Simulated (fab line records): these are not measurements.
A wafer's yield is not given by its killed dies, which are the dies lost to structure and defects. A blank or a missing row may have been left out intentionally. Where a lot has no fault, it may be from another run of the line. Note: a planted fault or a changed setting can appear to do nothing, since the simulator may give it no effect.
Chamber matching | flow nandHarc | rieDiel-09 running NHARC_A_BLC_STRIP_29: 4 sister chambers
The step strips in CF4. 16 wafers are shown with their chamber, then 8 later ones without.

## WAFERS, EACH WITH ITS CHAMBER
wafer  | chamber | showerheadPlenumPTorr (Torr) | drypumpMotorCurrentA (A) | rfVppV (V)
L126.4 | 0       | 1.81                         | 5.4                      | 58.7
L126.5 | 2       | 1.87                         | 5.8                      | 60.1
L126.6 | 1       | 1.75                         | 5.6                      | 59.2
L127.1 | 0       | 1.81                         | 5.4                      | 59.5
L127.2 | 2       | 1.87                         | 5.8                      | 60.2
L127.3 | 1       | 1.75                         | 5.6                      | 58.3
L129.1 | 3       | 1.68                         | 5.5                      | 57.2
L129.3 | 0       | 1.81                         | 5.4                      | 60.2
L129.4 | 2       | 1.87                         | 5.8                      | 60.3
L128.1 | 3       | 1.68                         | 5.5                      | 58.7
L128.4 | 0       | 1.81                         | 5.4                      | 59.5
L128.5 | 0       | 1.81                         | 5.4                      | 60.4
L130.3 | 2       | 1.87                         | 5.7                      | 59.9
L130.4 | 1       | 1.75                         | 5.6                      | 59.6
L130.6 | 0       | 1.81                         | 5.4                      | 58.8
L136.2 | 3       | 1.67                         | 5.5                      | 59.5

SIGNATURES (means of the wafers above)
reading               | chamber 0 | chamber 1 | chamber 2 | chamber 3 | scatter within a chamber
showerheadPlenumPTorr | 1.8100    | 1.7500    | 1.8700    | 1.6767    | 0.00236
drypumpMotorCurrentA  | 5.400     | 5.600     | 5.775     | 5.500     | 0.025
rfVppV                | 59.517    | 59.033    | 60.125    | 58.467    | 0.715
Rule: a wafer lies at a distance from a chamber equal to the root of the sum of squares, over the readings, of (its reading less the chamber's mean, divided by the reading's scatter). If the next closest chamber is less than 2 further off than the closest, the wafer can't be placed; otherwise it belongs to the closest. The scatter: take each reading less its chamber's mean, square it, sum over the shown wafers, divide by the number of wafers less the number of chambers, and take the root.

## WAFERS WHOSE CHAMBER IS MISSING
wafer  | showerheadPlenumPTorr (Torr) | drypumpMotorCurrentA (A) | rfVppV (V)
L136.4 | 1.75                         | 5.6                      | 59.0
L136.6 | 1.87                         | 5.7                      | 60.4
L134.1 | 1.87                         | 5.8                      | 60.0
L134.4 | 1.68                         | 5.5                      | 58.8
L134.6 | 1.67                         | 5.4                      | 58.2
L143.1 | 1.86                         | 5.7                      | 60.6
L143.2 | 1.75                         | 5.6                      | 59.2
L143.3 | 1.67                         | 5.6                      | 60.4

## WHICH CHAMBER EACH WENT THROUGH
wafer  | from the rows above | in truth
L136.4 | 1                   | 1
L136.6 | 2                   | 2
L134.1 | 2                   | 2
L134.4 | 3                   | 3
L134.6 | 3                   | 3
L143.1 | 2                   | 2
L143.2 | 1                   | 1
L143.3 | 3                   | 3
8 of 8 placed correctly. Left unplaced by these rows: 0. Placed wrongly: 0.
